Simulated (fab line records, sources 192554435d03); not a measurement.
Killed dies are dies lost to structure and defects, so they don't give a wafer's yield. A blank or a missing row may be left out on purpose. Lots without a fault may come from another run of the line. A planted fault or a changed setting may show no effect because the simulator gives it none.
A struck lot beside a sound one | flow n5_finfet | 27 steps out of a route of 1938
Sound: wafers L110.2, L110.3, L110.5. Struck: wafer L121.2. (L121.1, L121.5 of the same lot were not struck and are left out.) The cause comes at the end.
At each step with rows: each side's tool, then ch and its chambers, then its first start. Under that, the readings that differ: sound wafers | struck wafers | difference of the means | sigmas: that difference in standard deviations of wafers without a fault.
alike: readings whose means differ by less than 2 such deviations, and words and numbers that are the same on both sides. not compared: withheld readings, readings that some wafer has no value for, bounds like >300 that may hide the same value, and numbers for which the record gives no deviation and whose values overlap.
The two part at a step that has a row with sigmas, a row that says differs or no value, or rows on one side only. Numbers that don't overlap but have no deviation are shown without sigmas and don't part them. A reading that every wafer of one side lacks parts them only if that side has two wafers or more.

first, 3 steps without rows for these wafers: N5_STI_FIN_REVEAL_ALD_14 (deposits Si3N4, target thk 3 nm); N5_STI_FIN_REVEAL_FCVD_FILL_01 (material SiO2 flowable, target thk 312 nm, time 512.2 s); N5_STI_FIN_REVEAL_DENSIFY_02 (time 1800 s).
N5_STI_FIN_REVEAL_CMP_04: polishes, stops on Si3N4, t overpolish 4 s, target thk 131.83 nm.
  sound on cmp-02 ch 0,2, day 2 22:10; struck on cmp-01 ch 2, day 5 16:40
  alike: head_pressure_psi, motor_current_A, overpolish_run_s, slurry_flow_ml_min, time_to_endpoint_s
N5_STI_FIN_REVEAL_THK_MEAS_05:
  sound on film_metro-02, day 2 22:28; struck on film_metro-01, day 5 16:58
  alike: thk_nm
N5_STI_FIN_REVEAL_DENSIFY_30:
  sound on rtp_anneal-01 ch 0, day 2 22:33; struck on rtp_anneal-02 ch 0, day 5 17:00
  alike: lamp_power_pct
  not compared: wafer_temp_C_max
N5_STI_FIN_REVEAL_ETCHBACK_08: etches SiO2 in C4F6/O2, target depth 30.5 nm, time 10.167 s.
  sound on rie_diel-01 ch 1,3, day 2 22:45; struck on rie_diel-06 ch 0, day 5 17:13
  alike: chamber_pressure_mTorr, drypump_motor_current_A, mfc_ar_sccm, oes_product_au, rf_vpp_V, showerhead_plenum_p_Torr, throttle_valve_pct
  not compared: rf_hours_counter_h
then, 5 steps without rows for these wafers: N5_STI_FIN_REVEAL_STRIP_24 (strips in N2/H2, time 90 s); N5_STI_FIN_REVEAL_PRECLEAN_25 (cleans in SPM, time 90 s); N5_STI_FIN_REVEAL_PRECLEAN_26 (cleans in SC1, time 45 s); N5_STI_FIN_REVEAL_PRECLEAN_29 (cleans in DHF, time 30 s); N5_STI_FIN_REVEAL_SRD_12 (time 30 s).
N5_STI_FIN_REVEAL_RECESS_09: chemistry HF/NH3, target SiO2, afs cycles 11, target depth 42.5 nm, sublimation time 60 s.
  sound on vapor_etch-01 ch 0,1, day 2 23:00; struck on vapor_etch-02 ch 0, day 5 17:34
  reading                  | sound             | struck | difference | sigmas
  model.etch.depth_nm (nm) | 41.89 41.89 41.89 | 36.06  | -5.83      |
  alike: drypump_motor_current_A
then, 2 steps without rows for these wafers: N5_STI_FIN_REVEAL_STRIP_16 (strips SiNx in H3PO4, target depth 23.8 nm); N5_STI_FIN_REVEAL_PRECLEAN_17 (cleans in NF3:NH3, afs cycles 1, time 20 s, sublimation time 60 s).
N5_STI_FIN_REVEAL_ETCH_34: etches Si in H2, material Si, target depth 0.97 nm.
  sound on rie_si-05 ch 0,1,3, day 3 01:07; struck on rie_si-05 ch 1, day 5 19:41
  alike: chamber_pressure_mTorr, drypump_motor_current_A, he_backside_leak_sccm, he_flow_sccm, oes_product_au, throttle_valve_pct
  not compared: rf_hours_counter_h
N5_STI_FIN_REVEAL_OXIDATION_31: chemistry O2 PLASMA REMOTE, time 20 s.
  sound on plasma_asher-02 ch 0,1, day 3 01:10; struck on plasma_asher-01 ch 1, day 5 19:44
  alike: chamber_pressure_mTorr, drypump_motor_current_A, heater_power_w
  not compared: rf_hours_counter_h
then, 6 steps without rows for these wafers: N5_STI_FIN_REVEAL_PRECLEAN_32 (cleans in NF3:NH3, afs cycles 1, time 20 s, sublimation time 60 s); N5_STI_FIN_REVEAL_STRIP_35 (strips Si3N4 in H3PO4, target depth 4 nm, time 39 s); N5_STI_FIN_REVEAL_SRD_21 (time 30 s); N5_STI_FIN_REVEAL_OXIDATION_33 (chemistry O2 PLASMA REMOTE, time 20 s); N5_STI_FIN_REVEAL_CLEAN_19 (cleans in O3/DIW, time 120 s); N5_STI_FIN_REVEAL_SRD_23 (time 30 s).
N5_STI_FIN_REVEAL_CD_MEAS_22: target cd 6.238 nm, pitch 28 nm.
  sound on cd_sem-03, day 3 01:41; struck on cd_sem-01, day 5 20:16
  alike: cd_nm
N5_STI_FIN_REVEAL_FIN_H_MEAS_10:
  sound on ocd-02, day 3 01:43; struck on ocd-02, day 5 20:18
  reading              | sound          | struck | difference | sigmas
  trench_depth_nm (nm) | 51.6 51.9 52.1 | 45.3   | -6.6       | -10
then, 1 step without rows for these wafers: N5_STI_FIN_REVEAL_PRECLEAN_18 (cleans in SC2, time 45 s).
-- the record jumps here: 5 days lie between the struck wafers' starts before and after (it left off in module STI_FIN_REVEAL and takes up again in module BEOL_M4, whose first step shown is number 1111 of the route) --
N5_BEOL_M4_RC_MEAS_101:
  sound on prober-02 ch 0, day 8 01:28; struck on prober-01 ch 0, day 11 02:55
  reading        | sound             | struck | difference | sigmas
  DIBL_N (mV/V)  | 32.8 34.9 33.6    | 39.6   | +5.8       | +3
  DIBL_P (mV/V)  | 32.6 35.6 35.5    | 40.8   | +6.2       | +3
  IOFF_N (nA/um) | 0.114 0.151 0.134 | 0.234  | +0.101     | +4
  IOFF_P (nA/um) | 0.14 0.18 0.17    | 0.35   | +0.19      | +5
  ION_P (uA/um)  | 451 466 458       | 481    | +23        | +3
  SS_N (mV/dec)  | 71.0 71.0 70.9    | 72.3   | +1.3       | +2
  SS_P (mV/dec)  | 71.6 73.7 73.3    | 74.8   | +1.9       | +3
  VT_N (mV)      | 255 250 252       | 242    | -10        | -3
  VT_P (mV)      | -259 -253 -254    | -241   | +14        | +4
  alike: ION_N

WHERE THEY PART
First at N5_STI_FIN_REVEAL_FIN_H_MEAS_10; last, within this record, at N5_BEOL_M4_RC_MEAS_101.

WHY: what the simulator had put in
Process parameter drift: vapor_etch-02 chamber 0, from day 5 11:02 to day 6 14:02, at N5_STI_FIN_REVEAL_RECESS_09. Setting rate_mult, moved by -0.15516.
